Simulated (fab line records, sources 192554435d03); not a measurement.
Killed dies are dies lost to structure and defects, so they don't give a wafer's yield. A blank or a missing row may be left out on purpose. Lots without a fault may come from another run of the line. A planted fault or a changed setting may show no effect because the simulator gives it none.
Which tool did it? | flow n5_finfet | 7 lots, 21 wafers sampled, at 5 steps of a route of 1938

WHAT THE GAUGES READ, wafer by wafer
N5_BEOL_M4_RC_MEAS_101. Usual: DIBL_N 36.4 mV/V, standard deviation 1.4; DIBL_P 36.3 mV/V, standard deviation 1.5; IOFF_N 0.162 nA/um, standard deviation 0.023; IOFF_P 0.211 nA/um, standard deviation 0.027; ION_N 676 uA/um, standard deviation 9.7; ION_P 463 uA/um, standard deviation 6.4; SS_N 71.5 mV/dec, standard deviation 0.5; SS_P 73.3 mV/dec, standard deviation 0.6; VT_N 249.3 mV, standard deviation 2.5; VT_P -249.9 mV, standard deviation 2.8.
lot  | measured     | on        | DIBL_N (mV/V)  | DIBL_P (mV/V)  | IOFF_N (nA/um)    | IOFF_P (nA/um)    | ION_N (uA/um) | ION_P (uA/um) | SS_N (mV/dec)  | SS_P (mV/dec)  | VT_N (mV)         | VT_P (mV)            | flag
L567 | day 8 03:00  | prober-02 | 38.5 37.3 37.8 | 37.2 36.1 36.4 | 0.193 0.166 0.186 | 0.238 0.221 0.228 | 675 675 676   | 461 467 459   | 72.4 71.7 72.4 | 73.6 73.4 74.0 | 249.0 249.5 248.0 | -247.1 -250.3 -248.3 |
L576 | day 10 10:47 | prober-02 | 35.5 34.9 36.8 | 36.8 34.7 38.0 | 0.164 0.145 0.188 | 0.225 0.190 0.240 | 658 661 677   | 457 456 466   | 71.6 71.4 72.1 | 72.9 72.5 72.9 | 248.2 249.2 245.8 | -250.1 -251.2 -249.5 |
L577 | day 10 17:31 | prober-02 | 35.0 35.8 35.3 | 36.0 36.0 36.2 | 0.133 0.146 0.143 | 0.176 0.171 0.181 | 668 657 675   | 463 446 459   | 71.6 71.3 71.8 | 73.2 72.7 73.3 | 250.4 252.2 248.1 | -252.8 -252.0 -255.4 |
L578 | day 10 20:30 | prober-01 | 35.7 36.9 37.6 | 34.9 36.0 35.8 | 0.142 0.154 0.162 | 0.204 0.207 0.207 | 672 660 661   | 468 459 452   | 71.3 71.2 72.1 | 72.5 73.3 72.9 | 249.4 246.6 251.6 | -246.3 -248.5 -247.9 |
L579 | day 10 21:04 | prober-02 | 37.0 37.2 37.8 | 36.7 38.1 37.9 | 0.177 0.190 0.192 | 0.185 0.202 0.205 | 682 687 686   | 456 458 459   | 71.9 71.6 71.6 | 73.0 74.1 73.4 | 247.8 247.5 244.2 | -255.2 -252.1 -253.5 |
L586 | day 13 04:40 | prober-02 | 35.7 36.4 36.1 | 35.6 37.2 36.2 | 0.161 0.173 0.163 | 0.188 0.212 0.193 | 681 675 689   | 458 457 462   | 72.2 71.8 71.4 | 73.8 74.8 73.2 | 249.8 248.5 250.0 | -252.5 -249.4 -252.2 |
L589 | day 13 08:16 | prober-01 | 36.9 40.8 38.4 | 36.1 42.2 38.3 | 0.163 0.254 0.188 | 0.192 0.309 0.240 | 676 706 699   | 459 473 472   | 71.7 72.2 71.9 | 73.5 75.0 74.3 | 249.4 244.1 248.1 | -251.9 -243.8 -250.8 |

N5_BEOL_M15_THK_MEAS_01. Usual: M15_ILD_THK 1632 nm, standard deviation 18.
lot  | measured     | on            | M15_ILD_THK (nm) | flag
L567 | day 11 04:25 | film_metro-02 | 1632 1611 1632   |
L576 | day 14 01:43 | film_metro-02 | 1596 1629 1611   |
L577 | day 14 03:07 | film_metro-01 | 1605 1610 1656   |
L578 | day 14 04:53 | film_metro-01 | 1615 1609 1641   |
L579 | day 14 02:19 | film_metro-01 | 1615 1638 1633   |
L586 | day 16 23:03 | film_metro-02 | 1619 1637 1640   |
L589 | day 16 21:37 | film_metro-02 | 1645 1650 1678   |

N5_BEOL_M15_CD_MEAS_28: target cd 407.6 nm. Usual: cd_nm 407.3 nm, standard deviation 1.4.
lot  | measured     | on        | cd_nm (nm)        | flag
L567 | day 11 06:18 | cd_sem-01 | 408.4 404.9 406.2 |
L576 | day 14 03:37 | cd_sem-02 | 407.4 406.0 406.1 |
L577 | day 14 05:15 | cd_sem-02 | 406.5 406.5 406.7 |
L578 | day 14 06:55 | cd_sem-03 | 407.9 407.8 407.6 |
L579 | day 14 04:08 | cd_sem-03 | 406.3 406.5 405.0 |
L586 | day 17 00:49 | cd_sem-03 | 406.1 407.2 405.0 |
L589 | day 16 23:38 | cd_sem-01 | 407.3 408.4 409.0 |

N5_BEOL_M15_RC_MEAS_101. Usual: COMB_M10 1.4e-11 S/m, standard deviation 3.2e-12; COMB_M11 1.46e-11 S/m, standard deviation 2.9e-12; COMB_M12 6.4e-12 S/m, standard deviation 1.3e-12; COMB_M13 4.7e-12 S/m, standard deviation 1e-12; COMB_M14 3.6e-12 S/m, standard deviation 7.9e-13; COMB_M15 2.6e-12 S/m, standard deviation 5.1e-13; COMB_M5 3.6e-11 S/m, standard deviation 7.6e-12; COMB_M6 2.4e-11 S/m, standard deviation 4.9e-12; COMB_M7 2.5e-11 S/m, standard deviation 5e-12; COMB_M8 2.6e-11 S/m, standard deviation 5.5e-12; COMB_M8_max_site 3.7e-11 S/m, standard deviation 7.9e-12; COMB_M9 1.5e-11 S/m, standard deviation 3.2e-12; COMB_M9_max_site 2.2e-11 S/m, standard deviation 5e-12; SERP_M10 3.06 ohm/um, standard deviation 0.068; SERP_M11 3.08 ohm/um, standard deviation 0.068; SERP_M11_max_site 3.18 ohm/um, standard deviation 0.068; SERP_M12 0.629 ohm/um, standard deviation 0.014; SERP_M13 0.311 ohm/um, standard deviation 0.0052; SERP_M14 0.159 ohm/um, standard deviation 0.0031; SERP_M5 38.5 ohm/um, standard deviation 1.3; SERP_M6 13.7 ohm/um, standard deviation 0.42; SERP_M7 13.8 ohm/um, standard deviation 0.45; SERP_M8 13.9 ohm/um, standard deviation 0.43; SERP_M8_max_site 14.4 ohm/um, standard deviation 0.46; SERP_M9 3.09 ohm/um, standard deviation 0.075.
lot  | measured     | on        | COMB_M10 (S/m)          | COMB_M11 (S/m)             | COMB_M12 (S/m)          | COMB_M13 (S/m)          | COMB_M14 (S/m)          | COMB_M15 (S/m)          | COMB_M5 (S/m)           | COMB_M6 (S/m)           | COMB_M7 (S/m)           | COMB_M8 (S/m)           | COMB_M8_max_site (S/m)   | COMB_M9 (S/m)           | COMB_M9_max_site (S/m)  | SERP_M10 (ohm/um) | SERP_M11 (ohm/um) | SERP_M11_max_site (ohm/um) | SERP_M12 (ohm/um) | SERP_M13 (ohm/um) | SERP_M14 (ohm/um) | SERP_M5 (ohm/um) | SERP_M6 (ohm/um) | SERP_M7 (ohm/um) | SERP_M8 (ohm/um) | SERP_M8_max_site (ohm/um) | SERP_M9 (ohm/um) | flag
L567 | day 11 08:53 | prober-01 | 1.1e-11 1.3e-11 8e-12   | 1.56e-11 1.39e-11 1.58e-11 | 5.7e-12 5.6e-12 4.9e-12 | 4.8e-12 4.4e-12 5.5e-12 | 3e-12 2.6e-12 3.2e-12   | 2.9e-12 2.8e-12 2.2e-12 | 3.3e-11 3.8e-11 2.8e-11 | 2.6e-11 1.9e-11 1.9e-11 | 2.7e-11 3.3e-11 2.6e-11 | 1.6e-11 2.2e-11 2.7e-11 | 2.9e-11 3e-11 4.4e-11    | 1.1e-11 1.2e-11 1.1e-11 | 1.8e-11 1.9e-11 1.7e-11 | 3.14 3.14 3.17    | 2.99 3.01 2.98    | 3.20 3.07 3.08             | 0.624 0.629 0.654 | 0.313 0.308 0.295 | 0.159 0.156 0.157 | 37.7 39.8 38.3   | 13.4 14.3 13.9   | 13.4 13.9 12.8   | 14.2 13.7 13.7   | 14.7 14.2 14.6            | 3.10 3.01 3.07   |
L576 | day 14 06:29 | prober-02 | 1.4e-11 1.2e-11 1.3e-11 | 1.65e-11 2.21e-11 2.62e-11 | 6.1e-12 5.1e-12 6.3e-12 | 6.7e-12 5.6e-12 4.6e-12 | 3.2e-12 3.4e-12 4.2e-12 | 3.4e-12 2.3e-12 2.8e-12 | 2.5e-11 3.6e-11 3.7e-11 | 1.8e-11 1.9e-11 2.4e-11 | 3.3e-11 3.4e-11 2.5e-11 | 2e-11 3.1e-11 2.3e-11   | 2.8e-11 5e-11 3e-11      | 2.5e-11 2.4e-11 1.7e-11 | 3.2e-11 3.2e-11 2.4e-11 | 2.99 3.04 3.06    | 2.99 3.04 3.08    | 3.15 3.09 3.16             | 0.616 0.625 0.639 | 0.307 0.309 0.312 | 0.160 0.160 0.155 | 37.9 39.4 40.2   | 13.5 13.5 13.7   | 14.1 14.2 13.7   | 13.8 14.4 13.7   | 13.9 14.7 14.3            | 3.13 3.10 3.10   |
L577 | day 14 07:48 | prober-02 | 1.4e-11 2.1e-11 1.3e-11 | 1.5e-11 1.69e-11 1.32e-11  | 4.4e-12 6.5e-12 6.8e-12 | 4e-12 4.5e-12 7.3e-12   | 4.9e-12 4.1e-12 4.3e-12 | 2e-12 2.6e-12 2.9e-12   | 3.7e-11 2.9e-11 3.7e-11 | 2.8e-11 2.3e-11 2.3e-11 | 2.1e-11 2.3e-11 2e-11   | 2.2e-11 2.6e-11 2.5e-11 | 3.1e-11 3.5e-11 3e-11    | 1.6e-11 1.3e-11 1.5e-11 | 2.3e-11 2.1e-11 2.4e-11 | 2.96 3.02 3.13    | 3.17 3.04 3.11    | 3.24 3.17 3.19             | 0.623 0.636 0.632 | 0.318 0.310 0.316 | 0.161 0.161 0.160 | 39.6 40.8 39.6   | 14.6 13.4 13.6   | 13.7 13.7 13.7   | 13.9 13.2 13.8   | 14.5 13.9 14.2            | 3.08 3.15 3.20   |
L578 | day 14 10:28 | prober-01 | 1.2e-11 1.3e-11 8e-12   | 1.27e-11 1.62e-11 1.52e-11 | 6.9e-12 4.4e-12 7e-12   | 4.7e-12 4.8e-12 4.5e-12 | 3.3e-12 2.7e-12 3.9e-12 | 2.3e-12 2.5e-12 2.5e-12 | 2.6e-11 4.1e-11 2.4e-11 | 2.3e-11 2.8e-11 1.7e-11 | 2.1e-11 2.2e-11 2.2e-11 | 2.4e-11 3e-11 2.4e-11   | 2.8e-11 3.6e-11 4.4e-11  | 2.6e-11 1.7e-11 1.5e-11 | 3.5e-11 2.2e-11 2.3e-11 | 3.01 3.04 3.00    | 3.07 3.00 3.04    | 3.24 3.08 3.12             | 0.648 0.628 0.652 | 0.310 0.316 0.316 | 0.159 0.160 0.160 | 38.8 37.8 39.8   | 13.0 13.4 13.3   | 14.1 14.3 14.5   | 14.2 14.1 14.0   | 14.5 14.6 14.3            | 3.23 3.18 3.28   |
L579 | day 14 07:29 | prober-01 | 1.9e-11 1.2e-11 1.2e-11 | 1.38e-11 1.95e-11 1.23e-11 | 6.2e-12 5.5e-12 5.1e-12 | 4.4e-12 4.1e-12 3.4e-12 | 3.8e-12 2.1e-12 3.8e-12 | 2.8e-12 2.6e-12 2.4e-12 | 3.1e-11 3.4e-11 3.7e-11 | 2.8e-11 2.7e-11 2.4e-11 | 2.1e-11 2.7e-11 3.2e-11 | 2.8e-11 2.3e-11 2.2e-11 | 5.1e-11 3.5e-11 4.4e-11  | 1.7e-11 1e-11 1.4e-11   | 3.1e-11 1.6e-11 2.1e-11 | 3.06 2.97 3.00    | 3.09 3.18 3.12    | 3.17 3.23 3.22             | 0.644 0.642 0.628 | 0.311 0.313 0.309 | 0.154 0.160 0.165 | 38.6 38.6 37.9   | 13.2 13.8 13.6   | 13.7 12.8 13.3   | 13.9 14.0 13.7   | 14.2 14.3 14.2            | 3.08 3.04 3.13   |
L586 | day 17 05:04 | prober-01 | 1.6e-11 1.3e-11 1.3e-11 | 1.96e-11 1.48e-11 1.53e-11 | 7e-12 6.8e-12 5.7e-12   | 6.6e-12 5.5e-12 5.9e-12 | 3.9e-12 2.9e-12 3.8e-12 | 2.4e-12 3e-12 2e-12     | 3.7e-11 3.5e-11 4.2e-11 | 2.3e-11 1.7e-11 2.1e-11 | 2.3e-11 2.6e-11 2.5e-11 | 3.2e-11 2.8e-11 2.8e-11 | 1.31e-10 4.3e-11 3.5e-11 | 1.2e-11 1.3e-11 1.1e-11 | 2e-11 1.7e-11 1.6e-11   | 2.99 2.92 3.06    | 3.11 2.98 3.01    | 3.21 3.14 3.22             | 0.612 0.636 0.628 | 0.308 0.316 0.313 | 0.157 0.158 0.157 | 38.7 38.1 38.2   | 13.3 13.8 13.0   | 14.3 14.3 14.3   | 13.5 14.2 14.8   | 14.3 14.7 15.4            | 3.04 3.11 3.16   | OFF
L589 | day 17 03:59 | prober-01 | 9e-12 1.6e-11 1.7e-11   | 1.81e-11 1.28e-11 1.6e-11  | 3.9e-12 4.6e-12 7.9e-12 | 4e-12 6.4e-12 4.7e-12   | 3e-12 2.8e-12 3.8e-12   | 2.3e-12 3e-12 4.2e-12   | 3.8e-11 4.2e-11 3.2e-11 | 2.6e-11 3.2e-11 2.5e-11 | 1.9e-11 2.4e-11 1.8e-11 | 3.7e-11 2.7e-11 1.9e-11 | 1.38e-10 4.3e-11 3.2e-11 | 1.3e-11 1.1e-11 1.1e-11 | 2e-11 1.4e-11 2e-11     | 3.11 3.04 3.14    | 3.28 3.17 3.27    | 3.36 3.21 3.29             | 0.627 0.639 0.613 | 0.300 0.314 0.300 | 0.158 0.165 0.167 | 41.5 41.3 42.0   | 14.3 13.9 14.0   | 14.4 14.4 14.3   | 13.5 14.2 13.7   | 14.0 14.5 14.1            | 3.23 3.17 3.24   | OFF

WHICH TOOL RAN EACH LOT (tool, then ch and the chambers of the sampled wafers, then the start)
lot  | N5_BEOL_M8_ALD_77
L567 | ald_metal-02 ch 2,3, day 9 11:01
L576 | ald_metal-02 ch 1,2,3, day 11 23:47
L577 | ald_metal-03 ch 0,2,3, day 12 07:31
L578 | ald_metal-02 ch 0,1,3, day 12 06:00
L579 | ald_metal-01 ch 1,2,3, day 12 02:50
L586 | ald_metal-02 ch 0,2,3, day 14 21:34
L589 | ald_metal-02 ch 0,2,3, day 14 23:01
- N5_BEOL_M8_ALD_77: deposits TaN, target thk 2 nm, pulse time 2 s, purge time 3 s.

WHAT THE TOOLS THEMSELVES READ (means of the sampled wafers that have a number; where no wafer has one, the mark that the record gives instead)
N5_BEOL_M8_ALD_77. Usual: heater_power_outer_w 230 W, standard deviation 33; heater_power_w 425 W, standard deviation 44.
lot  | tool         | heater_power_outer_w (W) | heater_power_w (W) | flag
L567 | ald_metal-02 | 211                      | 388                |
L576 | ald_metal-02 | 218                      | 391                |
L577 | ald_metal-03 | 227                      | 417                |
L578 | ald_metal-02 | 221                      | 426                |
L579 | ald_metal-01 | 220                      | 403                |
L586 | ald_metal-02 | 219                      | 414                |
L589 | ald_metal-02 | 216                      | 410                |

THE ANSWER, worked out from the rows above alone
Rule: a lot is off if the mean of its wafers that have a number lies more than 3 standard deviations from the usual mean. A lot without any number at a reading at which 4 lots or more have one is off too. The other lots that the step has rows for count as sound. The gauges are gone through in route order, then the tools' own readings, and for those a lot's mean is taken as printed above. The first step at which some lot is off is used, and at that step the reading that is off furthest; a lot without a number counts as furthest.
Off: L586, L589, at N5_BEOL_M15_RC_MEAS_101 (COMB_M8_max_site).
A tool fits if, at a process step before that reading, it ran every lot that is off, and no sound lot after the first of them. The gauges at N5_BEOL_M15_RC_MEAS_101 are tried like those tools. Can't be told from this: 2 tools fit, ald_metal-02 at N5_BEOL_M8_ALD_77, prober-01 at N5_BEOL_M15_RC_MEAS_101.

WHAT THE SIMULATOR HAD PUT IN
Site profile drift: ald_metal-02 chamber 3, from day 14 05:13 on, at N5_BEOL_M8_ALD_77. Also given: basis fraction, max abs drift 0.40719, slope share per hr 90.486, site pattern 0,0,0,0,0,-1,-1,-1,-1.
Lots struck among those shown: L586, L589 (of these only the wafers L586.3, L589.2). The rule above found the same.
